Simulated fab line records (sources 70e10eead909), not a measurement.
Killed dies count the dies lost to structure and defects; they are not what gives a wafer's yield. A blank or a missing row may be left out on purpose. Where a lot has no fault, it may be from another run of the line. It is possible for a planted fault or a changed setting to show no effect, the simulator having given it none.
Chamber matching ; flow nand-harc ; 4 sister chambers for NHARC_P_BONDPAD_CMP_19 on cmp-02
The step polishes, t overpolish 30 s, cu recess touch 16 s, target thk 160.81 nm. 4 wafers are shown with their chamber, then 8 later ones without.

== WAFERS PAIRED WITH THEIR CHAMBERS ==
wafer;chamber;motor-current-A (A)
L081.2;2;11.9
L084.3;3;10.4
L084.5;0;13.3
L086.1;1;12.5

== WAFERS WHOSE CHAMBER IS MISSING ==
wafer;motor-current-A (A)
L086.5;13.9
L086.6;12.9
L089.3;12.0
L089.5;11.7
L089.6;13.1
L091.3;12.5
L091.5;12.7
L091.6;13.5

== EACH ONE'S CHAMBER ==
wafer;from the rows above;in truth
L086.5;0;0
L086.6;can't be placed: 0 or 1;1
L089.3;can't be placed: 2 or 1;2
L089.5;2;2
L089.6;can't be placed: 0 or 1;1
L091.3;1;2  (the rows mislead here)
L091.5;can't be placed: 1 or 0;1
L091.6;0;0
Correct placement for 3 of the 8. Can't be placed from these rows: 4 (the true chamber is among the candidates in 4). 1 placed wrongly.
How it was worked out, from the rows above alone: a wafer's distance from a chamber is the root of the sum, over the readings, of the square of ((its reading less the chamber's mean) divided by the reading's scatter). If the next closest chamber is less than 2 further off than the closest, the wafer can't be placed; otherwise it belongs to the closest. For every chamber, the mean is computed from those of its wafers that are shown. The scatter (one wafer shown for each chamber): square how far every hidden wafer sits from the nearest shown wafer, average those squares and take the square root.
